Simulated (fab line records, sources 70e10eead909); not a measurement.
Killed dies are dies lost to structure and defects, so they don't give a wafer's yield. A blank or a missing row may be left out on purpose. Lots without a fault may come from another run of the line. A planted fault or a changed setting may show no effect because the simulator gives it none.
A sampling plan put to the test | flow nand_harc | one fab line, 47 faults that these records tell of, each judged on the records of the lots that it struck; 1 more is left out, because the records don't allow judging it
The plan is the line's own looks: the steps of the route at which a gauge or an inspection reads the wafer and doesn't change it. A look can be judged if struck wafers have a number there and the file gives its usual mean and standard deviation on fault-free wafers. Caught: at a look after the fault's first step, the mean of the struck wafers lies 4 or more of those standard deviations (sigma) from the usual mean. On the tool: the same test on the tool's own readings at the fault's steps. Another recipe on the struck wafers, or a record that is blank for them alone, also counts as caught.

THE FAULTS, as the simulator had put them in
1. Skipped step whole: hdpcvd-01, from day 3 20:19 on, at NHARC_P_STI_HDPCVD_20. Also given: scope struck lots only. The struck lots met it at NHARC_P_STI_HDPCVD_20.
2. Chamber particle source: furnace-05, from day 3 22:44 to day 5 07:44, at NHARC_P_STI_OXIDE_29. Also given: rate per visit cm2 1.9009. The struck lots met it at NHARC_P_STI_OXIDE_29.
3. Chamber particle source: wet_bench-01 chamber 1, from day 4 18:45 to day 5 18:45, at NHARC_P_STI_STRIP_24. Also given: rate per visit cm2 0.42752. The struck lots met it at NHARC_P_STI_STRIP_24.
4. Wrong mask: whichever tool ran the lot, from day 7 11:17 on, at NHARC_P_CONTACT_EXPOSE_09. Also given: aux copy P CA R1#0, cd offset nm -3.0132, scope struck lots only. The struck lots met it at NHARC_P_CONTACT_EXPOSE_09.
5. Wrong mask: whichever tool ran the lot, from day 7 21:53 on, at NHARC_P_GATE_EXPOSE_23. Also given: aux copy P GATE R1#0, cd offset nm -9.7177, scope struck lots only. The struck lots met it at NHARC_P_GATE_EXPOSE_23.
6. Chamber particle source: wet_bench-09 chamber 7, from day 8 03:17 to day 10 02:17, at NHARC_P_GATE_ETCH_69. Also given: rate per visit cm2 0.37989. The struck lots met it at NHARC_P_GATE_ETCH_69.
7. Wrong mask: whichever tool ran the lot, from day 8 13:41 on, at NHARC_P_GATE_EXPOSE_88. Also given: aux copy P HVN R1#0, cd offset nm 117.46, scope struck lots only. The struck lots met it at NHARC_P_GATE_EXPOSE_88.
8. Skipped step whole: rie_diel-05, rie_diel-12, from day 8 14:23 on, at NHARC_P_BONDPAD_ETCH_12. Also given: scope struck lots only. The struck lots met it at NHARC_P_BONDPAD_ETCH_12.
9. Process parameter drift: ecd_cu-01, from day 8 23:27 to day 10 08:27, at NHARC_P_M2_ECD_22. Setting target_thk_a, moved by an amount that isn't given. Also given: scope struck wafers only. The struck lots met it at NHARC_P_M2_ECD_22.
10. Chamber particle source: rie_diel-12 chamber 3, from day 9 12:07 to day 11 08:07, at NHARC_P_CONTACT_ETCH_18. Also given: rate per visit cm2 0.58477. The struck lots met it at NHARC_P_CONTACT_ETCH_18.
11. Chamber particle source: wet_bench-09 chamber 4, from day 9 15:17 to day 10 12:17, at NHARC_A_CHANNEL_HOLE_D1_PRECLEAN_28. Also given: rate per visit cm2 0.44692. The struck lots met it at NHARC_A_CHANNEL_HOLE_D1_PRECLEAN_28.
12. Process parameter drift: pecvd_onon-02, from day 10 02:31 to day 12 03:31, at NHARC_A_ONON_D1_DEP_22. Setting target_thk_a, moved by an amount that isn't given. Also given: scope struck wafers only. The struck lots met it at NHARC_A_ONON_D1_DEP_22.
13. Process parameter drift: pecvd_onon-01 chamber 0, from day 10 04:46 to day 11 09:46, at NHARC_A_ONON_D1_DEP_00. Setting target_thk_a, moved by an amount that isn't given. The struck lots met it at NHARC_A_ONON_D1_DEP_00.
14. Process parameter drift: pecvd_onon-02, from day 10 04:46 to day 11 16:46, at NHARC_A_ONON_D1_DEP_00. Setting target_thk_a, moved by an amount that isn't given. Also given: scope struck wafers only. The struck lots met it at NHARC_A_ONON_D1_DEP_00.
15. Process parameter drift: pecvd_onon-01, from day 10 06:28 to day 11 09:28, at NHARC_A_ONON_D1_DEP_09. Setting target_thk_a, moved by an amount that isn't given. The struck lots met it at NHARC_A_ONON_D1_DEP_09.
16. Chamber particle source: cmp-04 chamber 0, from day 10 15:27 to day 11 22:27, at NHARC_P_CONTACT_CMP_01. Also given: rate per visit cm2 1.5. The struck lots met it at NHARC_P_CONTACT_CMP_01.
17. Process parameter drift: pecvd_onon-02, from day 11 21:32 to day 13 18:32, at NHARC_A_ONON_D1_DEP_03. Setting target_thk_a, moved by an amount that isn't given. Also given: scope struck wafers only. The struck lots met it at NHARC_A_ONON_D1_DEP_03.
18. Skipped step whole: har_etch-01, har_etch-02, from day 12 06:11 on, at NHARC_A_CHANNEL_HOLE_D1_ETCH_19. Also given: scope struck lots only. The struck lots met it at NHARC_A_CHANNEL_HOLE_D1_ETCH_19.
19. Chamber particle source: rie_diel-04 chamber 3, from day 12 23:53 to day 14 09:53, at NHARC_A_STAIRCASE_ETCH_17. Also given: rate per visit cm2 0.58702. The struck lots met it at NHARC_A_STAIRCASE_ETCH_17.
20. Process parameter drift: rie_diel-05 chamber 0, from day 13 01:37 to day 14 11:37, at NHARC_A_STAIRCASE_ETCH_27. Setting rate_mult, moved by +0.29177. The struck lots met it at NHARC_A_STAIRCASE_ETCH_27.
21. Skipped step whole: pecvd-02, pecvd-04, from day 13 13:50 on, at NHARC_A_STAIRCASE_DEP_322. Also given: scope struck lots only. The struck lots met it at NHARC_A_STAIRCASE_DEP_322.
22. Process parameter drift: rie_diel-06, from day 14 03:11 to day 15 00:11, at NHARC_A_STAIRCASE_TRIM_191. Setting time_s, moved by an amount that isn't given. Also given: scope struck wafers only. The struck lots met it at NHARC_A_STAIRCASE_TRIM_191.
23. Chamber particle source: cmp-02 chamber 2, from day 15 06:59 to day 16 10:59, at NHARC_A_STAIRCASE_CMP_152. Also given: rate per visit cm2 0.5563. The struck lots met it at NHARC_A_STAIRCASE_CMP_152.
24. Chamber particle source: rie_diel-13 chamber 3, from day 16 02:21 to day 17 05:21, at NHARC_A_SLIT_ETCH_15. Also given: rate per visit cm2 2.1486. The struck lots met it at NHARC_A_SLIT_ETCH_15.
25. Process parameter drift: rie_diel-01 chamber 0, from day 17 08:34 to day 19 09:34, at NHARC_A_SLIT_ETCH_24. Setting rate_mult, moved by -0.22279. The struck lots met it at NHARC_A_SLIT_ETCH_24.
26. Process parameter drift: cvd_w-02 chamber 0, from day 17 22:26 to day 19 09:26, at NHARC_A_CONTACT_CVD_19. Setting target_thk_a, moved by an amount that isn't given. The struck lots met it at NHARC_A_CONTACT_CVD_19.
27. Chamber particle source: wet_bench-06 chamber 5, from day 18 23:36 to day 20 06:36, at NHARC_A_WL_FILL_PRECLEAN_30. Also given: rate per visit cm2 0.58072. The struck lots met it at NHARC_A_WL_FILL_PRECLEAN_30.
28. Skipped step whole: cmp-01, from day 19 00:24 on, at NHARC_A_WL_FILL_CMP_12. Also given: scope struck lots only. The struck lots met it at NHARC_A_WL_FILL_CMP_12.
29. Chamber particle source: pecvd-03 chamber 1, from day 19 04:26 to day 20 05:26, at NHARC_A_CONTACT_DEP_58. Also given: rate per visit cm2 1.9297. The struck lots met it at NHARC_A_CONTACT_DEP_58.
30. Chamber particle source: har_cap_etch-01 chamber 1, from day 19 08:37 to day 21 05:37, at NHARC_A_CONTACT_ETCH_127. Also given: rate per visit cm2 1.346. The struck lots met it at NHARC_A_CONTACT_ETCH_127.
31. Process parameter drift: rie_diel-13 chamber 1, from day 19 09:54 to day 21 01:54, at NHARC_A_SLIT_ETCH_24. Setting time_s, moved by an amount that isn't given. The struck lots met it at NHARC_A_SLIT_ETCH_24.
32. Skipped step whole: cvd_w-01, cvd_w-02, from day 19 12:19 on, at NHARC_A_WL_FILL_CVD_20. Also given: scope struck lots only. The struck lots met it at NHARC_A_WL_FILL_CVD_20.
33. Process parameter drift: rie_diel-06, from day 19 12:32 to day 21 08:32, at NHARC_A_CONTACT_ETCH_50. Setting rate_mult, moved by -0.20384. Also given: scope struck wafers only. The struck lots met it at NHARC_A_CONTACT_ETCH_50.
34. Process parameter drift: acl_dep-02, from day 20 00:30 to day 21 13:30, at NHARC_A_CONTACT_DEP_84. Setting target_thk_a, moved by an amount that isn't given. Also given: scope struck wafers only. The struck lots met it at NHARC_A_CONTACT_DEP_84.
35. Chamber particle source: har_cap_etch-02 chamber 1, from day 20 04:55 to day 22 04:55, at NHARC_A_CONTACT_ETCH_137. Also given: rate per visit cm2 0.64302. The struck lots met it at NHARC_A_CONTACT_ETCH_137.
36. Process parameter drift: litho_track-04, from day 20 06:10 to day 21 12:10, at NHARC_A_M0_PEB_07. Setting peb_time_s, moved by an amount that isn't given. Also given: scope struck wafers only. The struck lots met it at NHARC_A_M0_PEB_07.
37. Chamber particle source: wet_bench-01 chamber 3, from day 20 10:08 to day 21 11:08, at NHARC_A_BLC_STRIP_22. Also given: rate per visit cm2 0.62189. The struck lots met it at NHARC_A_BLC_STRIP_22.
38. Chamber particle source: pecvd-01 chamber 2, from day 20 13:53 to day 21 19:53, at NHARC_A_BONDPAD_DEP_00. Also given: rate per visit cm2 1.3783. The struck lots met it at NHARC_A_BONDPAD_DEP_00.
39. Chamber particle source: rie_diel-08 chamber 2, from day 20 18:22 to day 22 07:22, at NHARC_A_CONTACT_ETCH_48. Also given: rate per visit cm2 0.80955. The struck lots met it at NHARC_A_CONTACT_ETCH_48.
40. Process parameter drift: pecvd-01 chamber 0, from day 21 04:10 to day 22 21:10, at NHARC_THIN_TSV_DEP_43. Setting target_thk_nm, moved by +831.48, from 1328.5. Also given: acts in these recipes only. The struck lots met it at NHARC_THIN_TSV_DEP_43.
41. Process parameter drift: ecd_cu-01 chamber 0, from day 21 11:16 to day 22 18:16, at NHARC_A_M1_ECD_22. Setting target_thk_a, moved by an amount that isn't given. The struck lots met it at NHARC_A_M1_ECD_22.
42. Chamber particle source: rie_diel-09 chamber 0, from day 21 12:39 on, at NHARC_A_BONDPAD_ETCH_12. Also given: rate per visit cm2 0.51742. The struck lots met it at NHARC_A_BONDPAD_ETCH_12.
43. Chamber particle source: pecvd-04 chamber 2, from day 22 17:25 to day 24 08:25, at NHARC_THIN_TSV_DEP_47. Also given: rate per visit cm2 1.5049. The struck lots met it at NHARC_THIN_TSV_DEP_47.
44. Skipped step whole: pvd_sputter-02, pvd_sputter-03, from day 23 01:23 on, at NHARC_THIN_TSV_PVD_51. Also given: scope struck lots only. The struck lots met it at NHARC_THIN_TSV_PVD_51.
45. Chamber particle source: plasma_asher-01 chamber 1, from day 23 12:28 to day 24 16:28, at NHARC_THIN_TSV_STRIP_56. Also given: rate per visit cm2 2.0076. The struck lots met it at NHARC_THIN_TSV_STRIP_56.
46. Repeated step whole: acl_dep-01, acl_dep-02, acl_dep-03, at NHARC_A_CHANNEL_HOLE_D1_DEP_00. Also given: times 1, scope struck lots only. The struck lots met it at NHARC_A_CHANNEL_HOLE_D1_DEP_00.
47. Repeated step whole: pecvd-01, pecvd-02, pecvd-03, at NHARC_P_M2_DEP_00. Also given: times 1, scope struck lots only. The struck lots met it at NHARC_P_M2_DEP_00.

WHAT THE PLAN SAW
fault | on the tool itself                               | first look that catches it                   | reading, sigma                                    | median hours from its first step to that look | hours from the fault's start to the first struck lot there | judged looks passed uncaught
1     | no reading that can be judged                    | NHARC_END_SORT_01                            | killed_at_periphery +99 or beyond                 | 390.7                                         | 391                                                        | 0
2     | under 2 sigma                                    | NHARC_P_STI_INSPECT_11                       | raw_defect_count +99 or beyond                    | 11.5                                          | 22                                                         | 1
3     | no reading that can be judged                    | NHARC_P_GATE_INSPECT_28                      | raw_defect_count +86                              | 31.9                                          | 56                                                         | 0
4     | no reading that can be judged                    | NHARC_P_CONTACT_CD_MEAS_12                   | cd_nm -7.1                                        | 0.1                                           | 0                                                          | 0
5     | under 2 sigma                                    | NHARC_P_GATE_CD_MEAS_26                      | cd_nm -14                                         | 0.2                                           | 0                                                          | 0
6     | no reading that can be judged                    | NHARC_P_GATE_INSPECT_28                      | raw_defect_count +95                              | 21.8                                          | 29                                                         | 0
7     | no reading that can be judged                    | NHARC_P_GATE_CD_MEAS_91                      | cd_nm +62                                         | 0.2                                           | 0                                                          | 0
8     | the tool's record is blank for the struck wafers | NHARC_END_SORT_01                            | killed_at_periphery +99 or beyond                 | 308.4                                         | 310                                                        | 0
9     | no reading that can be judged                    | not the one look that can be judged after it | -                                                 | -                                             | -                                                          | 1
10    | under 2 sigma                                    | NHARC_END_SORT_01                            | killed_at_periphery +13                           | 369.8                                         | 376                                                        | 0
11    | only faintly: sc1_h2o2_end_mol_l +2.5 sigma      | NHARC_A_CHANNEL_HOLE_D1_INSPECT_40           | raw_defect_count +14                              | 0.3                                           | 8                                                          | 0
12    | no reading that can be judged                    | NHARC_A_ONON_D1_THK_MEAS_24                  | thk_nm -58                                        | 0.4                                           | 6                                                          | 0
13    | under 2 sigma                                    | NHARC_A_ONON_D1_THK_MEAS_02                  | thk_nm -69                                        | 0.5                                           | 10                                                         | 0
14    | no reading that can be judged                    | NHARC_A_ONON_D1_THK_MEAS_02                  | thk_nm -28                                        | 0.5                                           | 34                                                         | 0
15    | no reading that can be judged                    | NHARC_A_ONON_D1_THK_MEAS_11                  | thk_nm +5.9                                       | 0.5                                           | 10                                                         | 0
16    | under 2 sigma                                    | NHARC_P_CONTACT_INSPECT_14                   | raw_defect_count +99 or beyond                    | 1.0                                           | 12                                                         | 0
17    | under 2 sigma                                    | NHARC_A_ONON_D1_THK_MEAS_05                  | thk_nm +41                                        | 0.5                                           | 7                                                          | 0
18    | the tool's record is blank for the struck wafers | NHARC_END_SORT_01                            | killed_at_array +58                               | 263.1                                         | 264                                                        | 0
19    | under 2 sigma                                    | NHARC_END_SORT_01                            | killed_dies +6.9                                  | 217.6                                         | 214                                                        | 0
20    | oes_product_au +12 sigma                         | NHARC_END_SORT_01                            | killed_at_array +55                               | 203.8                                         | 207                                                        | 0
21    | the tool's record is blank for the struck wafers | NHARC_END_SORT_01                            | killed_at_array +58                               | 154.7                                         | 149                                                        | 0
22    | run_length_s +99 or beyond sigma                 | NHARC_END_SORT_01                            | killed_dies +13                                   | 191.3                                         | 195                                                        | 0
23    | under 2 sigma                                    | NHARC_END_SORT_01                            | killed_at_array +23                               | 144.8                                         | 160                                                        | 0
24    | under 2 sigma                                    | NHARC_A_SIN_REMOVE_INSPECT_04                | raw_defect_count +17                              | 11.3                                          | 21                                                         | 0
25    | oes_product_au -9.0 sigma                        | NHARC_END_SORT_01                            | killed_at_array +54                               | 117.9                                         | 128                                                        | 0
26    | under 2 sigma                                    | not the one look that can be judged after it | -                                                 | -                                             | -                                                          | 1
27    | no reading that can be judged                    | not the one look that can be judged after it | strongest: killed_dies at NHARC_END_SORT_01, +3.0 | -                                             | -                                                          | 1
28    | the tool's record is blank for the struck wafers | NHARC_A_WL_FILL_INSPECT_15                   | raw_defect_count +16                              | 0.4                                           | 3                                                          | 0
29    | under 2 sigma                                    | NHARC_A_CONTACT_INSPECT_71                   | raw_defect_count +87                              | 0.8                                           | 5                                                          | 0
30    | no reading that can be judged                    | NHARC_END_SORT_01                            | killed_at_array +4.0                              | 62.1                                          | 71                                                         | 1
31    | run_length_s -36 sigma                           | NHARC_END_SORT_01                            | killed_dies +36                                   | 124.4                                         | 146                                                        | 1
32    | the tool's record is blank for the struck wafers | NHARC_END_SORT_01                            | killed_at_array +58                               | 84.4                                          | 90                                                         | 0
33    | oes_product_au -6.1 sigma                        | NHARC_END_SORT_01                            | killed_dies +8.8                                  | 75.1                                          | 75                                                         | 0
34    | under 2 sigma                                    | NHARC_END_SORT_01                            | killed_dies +54                                   | 59.9                                          | 95                                                         | 0
35    | no reading that can be judged                    | NHARC_END_SORT_01                            | killed_at_array +7.2                              | 54.9                                          | 57                                                         | 2
36    | no reading that can be judged                    | NHARC_A_M0_CD_MEAS_09                        | cd_nm +12                                         | 0.1                                           | 1                                                          | 0
37    | no reading that can be judged                    | NHARC_END_SORT_01                            | killed_at_array +6.2                              | 61.7                                          | 75                                                         | 0
38    | under 2 sigma                                    | NHARC_END_SORT_01                            | sort_bin_3_pct +17                                | 37.9                                          | 42                                                         | 0
39    | under 2 sigma                                    | NHARC_END_SORT_01                            | killed_dies +8.0                                  | 68.4                                          | 83                                                         | 1
40    | under 2 sigma                                    | NHARC_END_SORT_01                            | killed_at_other +99 or beyond                     | 21.0                                          | 25                                                         | 0
41    | under 2 sigma                                    | not the one look that can be judged after it | -                                                 | -                                             | -                                                          | 1
42    | under 2 sigma                                    | NHARC_END_SORT_01                            | sort_bin_3_pct +10                                | 30.7                                          | 56                                                         | 4
43    | under 2 sigma                                    | NHARC_END_SORT_01                            | killed_at_other +45                               | 13.6                                          | 13                                                         | 0
44    | the tool's record is blank for the struck wafers | NHARC_END_SORT_01                            | killed_at_other +99 or beyond                     | 14.0                                          | 19                                                         | 0
45    | under 2 sigma                                    | NHARC_THIN_TSV_INSPECT_40                    | raw_defect_count +15                              | 3.1                                           | 4                                                          | 0
46    | under 2 sigma                                    | NHARC_END_SORT_01                            | killed_at_array +58                               | 265.0                                         | -                                                          | 0
47    | no reading that can be judged                    | NHARC_END_SORT_01                            | killed_at_periphery +99 or beyond                 | 316.8                                         | -                                                          | 1
A dash: the fault isn't caught, or these records don't give the number.

Caught at a look: 43 of 47. Caught on the tool: 11 of 47. By one or the other: 43 of 47.
Caught at a look alone: faults 1, 2, 3, 4, 5, 6, 7, 10, 11, 12, 13, 14, 15, 16, 17, 19, 23, 24, 29, 30, 34, 35, 36, 37, 38, 39, 40, 42, 43, 45, 46, 47.
Caught by neither: faults 9, 26, 27, 41.

THINNER SAMPLING
If the look that catches a fault measured only every second or every third lot, by lot number, the first struck lot would be measured this late in the worst case:
fault | struck lots at that look, in order of time | every lot | every second lot | every third lot
1     | L671, L670                                 | 391 h     | 398 h            | may miss all 2
2     | L221, L220, L222                           | 22 h      | 23 h             | 31 h
3     | L366                                       | 56 h      | may miss it      | may miss it
4     | L152                                       | 0 h       | may miss it      | may miss it
5     | L499                                       | 0 h       | may miss it      | may miss it
6     | L985                                       | 29 h      | may miss it      | may miss it
7     | L117                                       | 0 h       | may miss it      | may miss it
8     | L424, L423, L426                           | 310 h     | 319 h            | may miss all 3
10    | L963, L962                                 | 376 h     | 399 h            | may miss all 2
11    | L219                                       | 8 h       | may miss it      | may miss it
12    | L544, L549                                 | 6 h       | 26 h             | may miss all 2
13    | L252, L250                                 | 10 h      | may miss all 2   | may miss all 2
14    | L262                                       | 34 h      | may miss it      | may miss it
15    | L648, L646                                 | 10 h      | may miss all 2   | may miss all 2
16    | L614                                       | 12 h      | may miss it      | may miss it
17    | L281, L283                                 | 7 h       | may miss all 2   | may miss all 2
18    | L126, L127                                 | 264 h     | 265 h            | may miss all 2
19    | L338, L343                                 | 214 h     | 247 h            | may miss all 2
20    | L154, L158                                 | 207 h     | may miss all 2   | may miss all 2
21    | L246, L248                                 | 149 h     | may miss all 2   | may miss all 2
22    | L472, L474                                 | 195 h     | may miss all 2   | may miss all 2
23    | L982                                       | 160 h     | may miss it      | may miss it
24    | L361, L363                                 | 21 h      | may miss all 2   | may miss all 2
25    | L444                                       | 128 h     | may miss it      | may miss it
28    | L646, L649                                 | 3 h       | 12 h             | may miss all 2
29    | L462, L460                                 | 5 h       | may miss all 2   | may miss all 2
30    | L347, L346                                 | 71 h      | 78 h             | may miss all 2
31    | L350, L351                                 | 146 h     | 155 h            | may miss all 2
32    | L693, L694, L696                           | 90 h      | 91 h             | may miss all 3
33    | L904, L912, L911                           | 75 h      | 105 h            | 105 h
34    | L487                                       | 95 h      | may miss it      | may miss it
35    | L529, L534                                 | 57 h      | 76 h             | may miss all 2
36    | L287, L290, L286                           | 1 h       | 12 h             | may miss all 3
37    | L950                                       | 75 h      | may miss it      | may miss it
38    | L534, L533                                 | 42 h      | 48 h             | may miss all 2
39    | L594, L597                                 | 83 h      | 95 h             | may miss all 2
40    | L537                                       | 25 h      | may miss it      | may miss it
42    | L891                                       | 56 h      | may miss it      | may miss it
43    | L227, L230                                 | 13 h      | 28 h             | may miss all 2
44    | L109, L108                                 | 19 h      | 20 h             | may miss all 2
45    | L738, L740                                 | 4 h       | may miss all 2   | may miss all 2
Hours are from the fault's start to the first struck lot that is measured. The limit of 4 sigma was tested on all struck wafers together, so one lot alone may lie under it. Other struck lots may not be in these records.

THE LONGEST TIMED WAY FROM STEP TO LOOK
Fault 1: a median of 390.7 hours passes between NHARC_P_STI_HDPCVD_20 and NHARC_END_SORT_01. No look between them can be judged.
